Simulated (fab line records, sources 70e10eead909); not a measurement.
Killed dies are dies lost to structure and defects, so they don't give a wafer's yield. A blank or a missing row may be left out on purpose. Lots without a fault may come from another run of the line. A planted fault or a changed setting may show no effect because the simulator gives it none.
Chamber matching | flow nand_harc | NHARC_P_M1_PRE_CLEAN_32 on pecvd-01: 3 sister chambers
The step time 12 s. 6 wafers are shown with their chamber, then 12 later ones without.

WAFERS WITH THEIR CHAMBER
wafer  | chamber | heater_power_w (W)
L087.2 | 0       | 705
L091.5 | 2       | 601
L091.6 | 1       | 659
L093.2 | 0       | 697
L093.4 | 2       | 504
L093.6 | 1       | 687

WAFERS WITHOUT THEIR CHAMBER
wafer  | heater_power_w (W)
L094.1 | 518
L094.3 | 654
L094.4 | 712
L095.1 | 670
L095.3 | 576
L095.4 | 699
L096.1 | 621
L096.4 | 587
L096.6 | 702
L097.1 | 704
L097.2 | 706
L097.5 | 699

WHICH CHAMBER EACH WENT THROUGH
wafer  | from the rows above          | in truth
L094.1 | 2                            | 2
L094.3 | can't be placed: 1 or 0 or 2 | 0
L094.4 | can't be placed: 0 or 1      | 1
L095.1 | can't be placed: 1 or 0      | 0
L095.3 | can't be placed: 2 or 1      | 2
L095.4 | can't be placed: 0 or 1      | 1
L096.1 | can't be placed: 1 or 2 or 0 | 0
L096.4 | can't be placed: 2 or 1 or 0 | 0
L096.6 | can't be placed: 0 or 1      | 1
L097.1 | can't be placed: 0 or 1      | 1
L097.2 | can't be placed: 0 or 1      | 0
L097.5 | can't be placed: 0 or 1      | 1
Placed correctly: 1 of 12. Can't be placed from these rows: 11 (the true chamber is among the candidates in 11). Placed wrongly: 0.
How it was worked out, from the rows above alone: a wafer's distance from a chamber is the root of the sum, over the readings, of the square of ((its reading less the chamber's mean) divided by the reading's scatter). The wafer belongs to the nearest chamber; if the next one is less than 2 further off, it can't be placed. A chamber's mean is the mean of its shown wafers. The scatter: the root of (the sum of the squares of (reading less its chamber's mean) over the shown wafers, divided by (wafers less chambers)).
